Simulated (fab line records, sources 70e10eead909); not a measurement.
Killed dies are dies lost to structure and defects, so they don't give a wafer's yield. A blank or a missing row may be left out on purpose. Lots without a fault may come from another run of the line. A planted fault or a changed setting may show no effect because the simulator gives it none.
Chamber matching | flow nand_harc | NHARC_P_CONTACT_DESCUM_17 on rie_diel-09: 4 sister chambers
The step chemistry O2, time 3 s. 8 wafers are shown with their chamber, then 12 later ones without.

WAFERS WITH THEIR CHAMBER
wafer  | chamber | showerhead_plenum_p_Torr (Torr) | drypump_motor_current_A (A)
L086.2 | 3       | 1.82                            | 5.52
L087.3 | 2       | 1.79                            | 5.81
L090.2 | 0       | 1.95                            | 5.37
L090.3 | 3       | 1.82                            | 5.54
L090.6 | 1       | 2.05                            | 5.72
L091.3 | 1       | 2.05                            | 5.71
L091.4 | 0       | 1.94                            | 5.38
L091.6 | 2       | 1.79                            | 5.83

WAFERS WITHOUT THEIR CHAMBER
wafer  | showerhead_plenum_p_Torr (Torr) | drypump_motor_current_A (A)
L092.2 | 2.05                            | 5.73
L092.4 | 1.82                            | 5.55
L092.5 | 2.05                            | 5.73
L093.2 | 1.94                            | 5.41
L093.3 | 1.82                            | 5.53
L093.5 | 1.82                            | 5.53
L095.1 | 1.82                            | 5.56
L095.4 | 1.94                            | 5.33
L095.6 | 1.94                            | 5.39
L096.1 | 1.94                            | 5.36
L096.4 | 2.05                            | 5.70
L096.6 | 1.82                            | 5.55

WHICH CHAMBER EACH WENT THROUGH
wafer  | from the rows above | in truth
L092.2 | 1                   | 1
L092.4 | 3                   | 3
L092.5 | 1                   | 1
L093.2 | 0                   | 0
L093.3 | 3                   | 3
L093.5 | 3                   | 3
L095.1 | 3                   | 3
L095.4 | 0                   | 0
L095.6 | 0                   | 0
L096.1 | 0                   | 0
L096.4 | 1                   | 1
L096.6 | 3                   | 3
Placed correctly: 12 of 12. Can't be placed from these rows: 0. Placed wrongly: 0.
How it was worked out, from the rows above alone: a wafer's distance from a chamber is the root of the sum, over the readings, of the square of ((its reading less the chamber's mean) divided by the reading's scatter). The wafer belongs to the nearest chamber; if the next one is less than 2 further off, it can't be placed. A chamber's mean is the mean of its shown wafers. The scatter: the root of (the sum of the squares of (reading less its chamber's mean) over the shown wafers, divided by (wafers less chambers)).
